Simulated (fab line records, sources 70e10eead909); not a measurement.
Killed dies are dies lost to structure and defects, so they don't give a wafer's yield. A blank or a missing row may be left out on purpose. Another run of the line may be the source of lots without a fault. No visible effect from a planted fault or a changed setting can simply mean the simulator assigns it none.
Which tool was responsible? :: flow nand_harc :: Sampling: 11 lots, 33 wafers, 5 of 1159 route steps

## WHAT THE GAUGES READ, wafer by wafer
NHARC_P_CONTACT_OVL_MEAS_13.
lot: L473
measured: day 5 15:01
on: overlay-01
overlay_x_nm (nm): 0.1 0.3 0.0
overlay_y_nm (nm): -1.2 -1.4 -1.3

lot: L475
measured: day 5 22:31
on: overlay-01
overlay_x_nm (nm): 0.4 0.6 0.4
overlay_y_nm (nm): 0.4 0.0 0.4

lot: L474
measured: day 5 22:44
on: overlay-02
overlay_x_nm (nm): 0.1 0.5 0.2
overlay_y_nm (nm): -0.1 -0.3 -0.2

lot: L478
measured: day 7 01:25
on: overlay-02
overlay_x_nm (nm): -1.4 -1.1 -0.9
overlay_y_nm (nm): -0.6 -0.6 -0.6

lot: L479
measured: day 7 02:16
on: overlay-01
overlay_x_nm (nm): 0.8 0.1 0.6
overlay_y_nm (nm): 0.3 -0.2 0.3

lot: L480
measured: day 7 08:50
on: overlay-01
overlay_x_nm (nm): -0.4 -0.4 0.2
overlay_y_nm (nm): -1.2 -0.7 -0.5

lot: L485
measured: day 9 03:29
on: overlay-02
overlay_x_nm (nm): -0.5 -0.1 -0.7
overlay_y_nm (nm): -0.6 -0.8 -0.2

lot: L490
measured: day 9 15:03
on: overlay-02
overlay_x_nm (nm): 1.2 1.3 0.8
overlay_y_nm (nm): 1.5 1.6 1.6

lot: L492
measured: day 10 09:49
on: overlay-01
overlay_x_nm (nm): 0.7 0.1 0.2
overlay_y_nm (nm): -0.7 -1.1 -0.6

lot: L495
measured: day 11 04:29
on: overlay-01
overlay_x_nm (nm): 0.0 0.0 -0.1
overlay_y_nm (nm): 0.6 0.2 0.7

lot: L496
measured: day 11 13:34
on: overlay-02
overlay_x_nm (nm): -0.7 -1.0 -0.9
overlay_y_nm (nm): 1.0 0.9 0.8

NHARC_END_SORT_01.
lot: L490
measured: day 24 04:55
on: prober-02
defect_limited_yield (%): 1.0 95.3 94.1
killed_at_array: 31 31 37
killed_at_other: 1 0 0
killed_at_periphery: 638 1 3
killed_dies: 670 32 40
killed_open: 2 4 4
killed_short: 0 3 2
sort_bin_2_pct (%): 95.3 1.6 1.5
sort_bin_3_pct (%): 0.15 0.15 0.59
sort_bin_4_pct (%): 3.5 3.0 3.8
sort_n_pass: 7 645 637
sort_rim_yield_pct (%): 0 99 99
sort_yield_pct (%): 1.0 95.3 94.1

## WHAT TOOL EACH LOT RAN ON (gives the tool, then ch and the chambers of the sampled wafers, and finally the start)
lot: L473
NHARC_P_CONTACT_DEP_00: pecvd-01 ch 0,1, day 5 15:01 or earlier
NHARC_P_CONTACT_ETCH_35: rie_diel-05 ch 0,2,3, day 5 15:11
NHARC_P_M0_ETCH_15: rie_diel-08 ch 1,3, day 5 22:45

lot: L475
NHARC_P_CONTACT_DEP_00: pecvd-02 ch 1,2, day 5 22:31 or earlier
NHARC_P_CONTACT_ETCH_35: rie_diel-06 ch 0,3, day 5 22:42
NHARC_P_M0_ETCH_15: rie_diel-08 ch 0,3, day 6 03:30

lot: L474
NHARC_P_CONTACT_DEP_00: pecvd-01 ch 0,1,2, day 5 22:44 or earlier
NHARC_P_CONTACT_ETCH_35: rie_diel-05 ch 0,3, day 5 22:56
NHARC_P_M0_ETCH_15: rie_diel-08 ch 0,2,3, day 6 04:14

lot: L478
NHARC_P_CONTACT_DEP_00: pecvd-03 ch 0,2, day 7 01:25 or earlier
NHARC_P_CONTACT_ETCH_35: rie_diel-06 ch 0,2,3, day 7 01:37
NHARC_P_M0_ETCH_15: rie_diel-04 ch 0,2,3, day 7 05:47

lot: L479
NHARC_P_CONTACT_DEP_00: pecvd-03 ch 0,1,2, day 7 02:16 or earlier
NHARC_P_CONTACT_ETCH_35: rie_diel-05 ch 2,3, day 7 02:37
NHARC_P_M0_ETCH_15: rie_diel-04 ch 1,2, day 7 06:59

lot: L480
NHARC_P_CONTACT_DEP_00: pecvd-03 ch 0,2, day 7 08:50 or earlier
NHARC_P_CONTACT_ETCH_35: rie_diel-06 ch 0,2, day 7 09:01
NHARC_P_M0_ETCH_15: rie_diel-01 ch 0,2,3, day 7 15:49

lot: L485
NHARC_P_CONTACT_DEP_00: pecvd-01 ch 0,2, day 9 03:29 or earlier
NHARC_P_CONTACT_ETCH_35: rie_diel-05 ch 1,2,3, day 9 03:40
NHARC_P_M0_ETCH_15: rie_diel-04 ch 1,2, day 9 16:18

lot: L490
NHARC_P_CONTACT_DEP_00: pecvd-01 ch 0,1, day 9 15:03 or earlier
NHARC_P_CONTACT_ETCH_35: rie_diel-06 ch 0,3, day 9 15:15
NHARC_P_M0_ETCH_15: rie_diel-08 ch 0,1,2, day 10 00:43

lot: L492
NHARC_P_CONTACT_DEP_00: pecvd-01 ch 1,2, day 10 09:49 or earlier
NHARC_P_CONTACT_ETCH_35: rie_diel-06 ch 1,2, day 10 10:02
NHARC_P_M0_ETCH_15: rie_diel-01 ch 1,2,3, day 10 14:42

lot: L495
NHARC_P_CONTACT_DEP_00: pecvd-03 ch 0,1,2, day 11 04:29 or earlier
NHARC_P_CONTACT_ETCH_35: rie_diel-05 ch 0,1,3, day 11 04:49
NHARC_P_M0_ETCH_15: rie_diel-04 ch 1,2,3, day 11 09:20

lot: L496
NHARC_P_CONTACT_DEP_00: pecvd-02 ch 1,2, day 11 13:34 or earlier
NHARC_P_CONTACT_ETCH_35: rie_diel-06 ch 1,2,3, day 11 13:44
NHARC_P_M0_ETCH_15: rie_diel-04 ch 1,2,3, day 11 22:52
- NHARC_P_CONTACT_DEP_00: deposits SiO2, target thk 500 nm.
- NHARC_P_CONTACT_ETCH_35: etches the open film in CF4, target depth 39 nm, time 65 s.
- NHARC_P_M0_ETCH_15: etches the open film in C4F8/Ar, target depth 150 nm, overetch 15 nm, time 82.5 s.

## WHAT THE TOOLS THEMSELVES READ (means of the sampled wafers that have a number; where no wafer has one, the mark that the record gives instead)
NHARC_P_CONTACT_DEP_00.
lot: L473
tool: pecvd-01
heater_power_w (W): 628
throttle_valve_pct (%): 16.7

lot: L475
tool: pecvd-02
heater_power_w (W): 477
throttle_valve_pct (%): 15.5

lot: L474
tool: pecvd-01
heater_power_w (W): 600
throttle_valve_pct (%): 16.6

lot: L478
tool: pecvd-03
heater_power_w (W): 508
throttle_valve_pct (%): 15.9

lot: L479
tool: pecvd-03
heater_power_w (W): 564
throttle_valve_pct (%): 16.2

lot: L480
tool: pecvd-03
heater_power_w (W): 538
throttle_valve_pct (%): 16.2

lot: L485
tool: pecvd-01
heater_power_w (W): 663
throttle_valve_pct (%): 16.9

lot: L490
tool: pecvd-01
heater_power_w (W): 669
throttle_valve_pct (%): 16.9

lot: L492
tool: pecvd-01
heater_power_w (W): 525
throttle_valve_pct (%): 16.5

lot: L495
tool: pecvd-03
heater_power_w (W): 555
throttle_valve_pct (%): 16.4

lot: L496
tool: pecvd-02
heater_power_w (W): 507
throttle_valve_pct (%): 15.5

NHARC_P_CONTACT_ETCH_35.
lot: L473
tool: rie_diel-05
bias_w (W): 100.1
drypump_motor_current_A (A): 5.3
oes_product_au (a.u.): 0.998
rf_vpp_V (V): 150.8
run_length_s (s): 86.0
showerhead_plenum_p_Torr (Torr): 1.72
throttle_valve_pct (%): 13.279

lot: L475
tool: rie_diel-06
bias_w (W): 99.9
drypump_motor_current_A (A): 6.5
oes_product_au (a.u.): 1.007
rf_vpp_V (V): 152.0
run_length_s (s): 86.0
showerhead_plenum_p_Torr (Torr): 1.83
throttle_valve_pct (%): 13.280

lot: L474
tool: rie_diel-05
bias_w (W): 100.1
drypump_motor_current_A (A): 5.3
oes_product_au (a.u.): 1.004
rf_vpp_V (V): 150.6
run_length_s (s): 86.5
showerhead_plenum_p_Torr (Torr): 1.72
throttle_valve_pct (%): 13.283

lot: L478
tool: rie_diel-06
bias_w (W): 99.9
drypump_motor_current_A (A): 6.2
oes_product_au (a.u.): 0.996
rf_vpp_V (V): 152.2
run_length_s (s): 86.3
showerhead_plenum_p_Torr (Torr): 1.84
throttle_valve_pct (%): 13.287

lot: L479
tool: rie_diel-05
bias_w (W): 99.7
drypump_motor_current_A (A): 5.8
oes_product_au (a.u.): 1.009
rf_vpp_V (V): 151.3
run_length_s (s): 85.9
showerhead_plenum_p_Torr (Torr): 1.74
throttle_valve_pct (%): 13.276

lot: L480
tool: rie_diel-06
bias_w (W): 99.9
drypump_motor_current_A (A): 6.2
oes_product_au (a.u.): 1.001
rf_vpp_V (V): 152.6
run_length_s (s): 86.5
showerhead_plenum_p_Torr (Torr): 1.84
throttle_valve_pct (%): 13.284

lot: L485
tool: rie_diel-05
bias_w (W): 99.6
drypump_motor_current_A (A): 5.8
oes_product_au (a.u.): 1.005
rf_vpp_V (V): 150.4
run_length_s (s): 86.1
showerhead_plenum_p_Torr (Torr): 1.77
throttle_valve_pct (%): 13.278

lot: L490
tool: rie_diel-06
bias_w (W): 100.2
drypump_motor_current_A (A): 6.5
oes_product_au (a.u.): 0.997
rf_vpp_V (V): 152.6
run_length_s (s): 86.6
showerhead_plenum_p_Torr (Torr): 1.83
throttle_valve_pct (%): 13.286

lot: L492
tool: rie_diel-06
bias_w (W): 100.3
drypump_motor_current_A (A): 6.0
oes_product_au (a.u.): 0.992
rf_vpp_V (V): 150.7
run_length_s (s): 86.4
showerhead_plenum_p_Torr (Torr): 1.74
throttle_valve_pct (%): 13.295

lot: L495
tool: rie_diel-05
bias_w (W): 100.3
drypump_motor_current_A (A): 5.8
oes_product_au (a.u.): 0.991
rf_vpp_V (V): 150.5
run_length_s (s): 86.6
showerhead_plenum_p_Torr (Torr): 1.76
throttle_valve_pct (%): 13.292

lot: L496
tool: rie_diel-06
bias_w (W): 100.1
drypump_motor_current_A (A): 6.1
oes_product_au (a.u.): 0.996
rf_vpp_V (V): 151.3
run_length_s (s): 86.4
showerhead_plenum_p_Torr (Torr): 1.79
throttle_valve_pct (%): 13.285

NHARC_P_M0_ETCH_15.
lot: L473
tool: rie_diel-08
bias_w (W): 301.1
oes_product_au (a.u.): 0.929
rf_vpp_V (V): 440.4
run_length_s (s): 103.7

lot: L475
tool: rie_diel-08
bias_w (W): 299.6
oes_product_au (a.u.): 0.936
rf_vpp_V (V): 440.8
run_length_s (s): 103.7

lot: L474
tool: rie_diel-08
bias_w (W): 299.2
oes_product_au (a.u.): 0.982
rf_vpp_V (V): 440.4
run_length_s (s): 103.6

lot: L478
tool: rie_diel-04
bias_w (W): 300.4
oes_product_au (a.u.): 0.962
rf_vpp_V (V): 439.4
run_length_s (s): 103.9

lot: L479
tool: rie_diel-04
bias_w (W): 299.5
oes_product_au (a.u.): 0.966
rf_vpp_V (V): 438.5
run_length_s (s): 103.3

lot: L480
tool: rie_diel-01
bias_w (W): 300.5
oes_product_au (a.u.): 0.990
rf_vpp_V (V): 438.1
run_length_s (s): 103.6

lot: L485
tool: rie_diel-04
bias_w (W): 299.8
oes_product_au (a.u.): 0.977
rf_vpp_V (V): 437.9
run_length_s (s): 103.4

lot: L490
tool: rie_diel-08
bias_w (W): 299.0
oes_product_au (a.u.): 0.966
rf_vpp_V (V): 439.3
run_length_s (s): 99.9

lot: L492
tool: rie_diel-01
bias_w (W): 299.2
oes_product_au (a.u.): 0.991
rf_vpp_V (V): 441.6
run_length_s (s): 103.9

lot: L495
tool: rie_diel-04
bias_w (W): 300.6
oes_product_au (a.u.): 0.977
rf_vpp_V (V): 440.6
run_length_s (s): 103.8

lot: L496
tool: rie_diel-04
bias_w (W): 300.2
oes_product_au (a.u.): 0.973
rf_vpp_V (V): 440.6
run_length_s (s): 103.6

## THE ANSWER, worked out from the rows above alone
Rule: the lots themselves supply what counts as usual. The widest of any qualifying gaps counts: lots, ordered by their means at a reading, are off when they make up no more than a third of the lots, leave a main group of 4 or more, and stand apart from it by 3 or more times the standard deviation of that group's means. If all means in a main group match to the digits the tables above print for the reading, that group is not used. A lot without any number at a reading at which 4 lots or more have one is off too. All remaining lots with rows at the step are treated as sound. First the gauges in route order, then the tools' own readings, where a lot's mean is used as printed above. At the first step where some lot is off, the reading lying furthest off is the one used; lots without a number count as furthest.
Off: L490, at NHARC_P_M0_ETCH_15 (run_length_s). For the main group the mean is 103.7 s and the standard deviation 0.19.
A tool fits if, at that step or a process step before it, it ran every lot that is off, and no sound lot after the first of them. NHARC_P_CONTACT_DEP_00 gives no start for some lots, so the hours and the order of its lots are those of NHARC_P_CONTACT_OVL_MEAS_13. One fits: NHARC_P_M0_ETCH_15 on rie_diel-08. A fault onset in the window from L474 (day 6 04:14, its last sound lot) to L490 (day 10 00:43, its first lot off) fits.
On the lots that are off, the tool's own readings at NHARC_P_M0_ETCH_15 differ by more than 5 times the standard deviation of the sound lots' means, which bears it out; run_length_s reads 99.9 s there versus 103.7 s on the sound lots.

## WHAT THE SIMULATOR PUT IN
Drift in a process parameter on rie_diel-08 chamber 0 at NHARC_P_M0_ETCH_15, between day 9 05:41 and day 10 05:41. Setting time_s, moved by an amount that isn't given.
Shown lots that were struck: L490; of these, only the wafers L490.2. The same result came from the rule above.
